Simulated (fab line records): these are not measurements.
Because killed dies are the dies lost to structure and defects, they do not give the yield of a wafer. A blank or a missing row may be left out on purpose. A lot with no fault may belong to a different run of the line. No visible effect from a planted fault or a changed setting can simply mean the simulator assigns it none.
Which tool was responsible? || flow nand harc || at 1 step of a route of 1159, 11 lots with 33 wafers sampled

## WHAT THE GAUGES READ, wafer by wafer
NHARC_A_CONTACT_OVL_MEAS_09.
{"lot": "L899", "measured": "day 17 09:05", "on": "overlay-01", "overlay x nm (nm)": "-0.2 0.4 0.5"}
{"lot": "L897", "measured": "day 17 11:53", "on": "overlay-01", "overlay x nm (nm)": "-1.2 -1.2 -1.6"}
{"lot": "L901", "measured": "day 17 15:59", "on": "overlay-02", "overlay x nm (nm)": "-0.3 0.2 0.0"}
{"lot": "L900", "measured": "day 17 17:23", "on": "overlay-01", "overlay x nm (nm)": "1.4 1.0 1.1"}
{"lot": "L902", "measured": "day 18 12:42", "on": "overlay-02", "overlay x nm (nm)": "-0.4 0.1 0.2"}
{"lot": "L903", "measured": "day 19 13:40", "on": "overlay-01", "overlay x nm (nm)": "0.9 1.2 1.0"}
{"lot": "L912", "measured": "day 20 18:23", "on": "overlay-01", "overlay x nm (nm)": "-0.4 -0.4 -0.2"}
{"lot": "L916", "measured": "day 22 00:38", "on": "overlay-01", "overlay x nm (nm)": "1.7 2.4 1.8"}
{"lot": "L915", "measured": "day 22 04:10", "on": "overlay-01", "overlay x nm (nm)": "-0.1 -1.5 -1.3"}
{"lot": "L917", "measured": "day 22 13:30", "on": "overlay-02", "overlay x nm (nm)": "-0.3 -0.2 0.2"}
{"lot": "L919", "measured": "day 23 09:21", "on": "overlay-01", "overlay x nm (nm)": "-0.3 -0.7 -1.3"}

## WHICH TOOL RAN EACH LOT (tool, then ch and the chambers of the sampled wafers, then the start)
Before these readings, the record contains no process step.

## THE ANSWER, worked out from the rows above alone
Rule: what is usual is taken from the lots themselves. Put in order of their means at a reading, lots are off if they are a third of the lots or fewer, leave a main group of 4 or more, and stand apart from it by a gap of 3 or more times the standard deviation of the main group's means; of several such gaps the widest counts. Not used: any main group whose means are identical at the precision the tables above print for the reading. Also off: a lot with no number at a reading for which 4 or more lots have one. Where the step has rows for the other lots, those lots are counted as sound.
Nothing can be told from this: no lot is off at any reading shown.

## WHAT THE SIMULATOR PUT IN
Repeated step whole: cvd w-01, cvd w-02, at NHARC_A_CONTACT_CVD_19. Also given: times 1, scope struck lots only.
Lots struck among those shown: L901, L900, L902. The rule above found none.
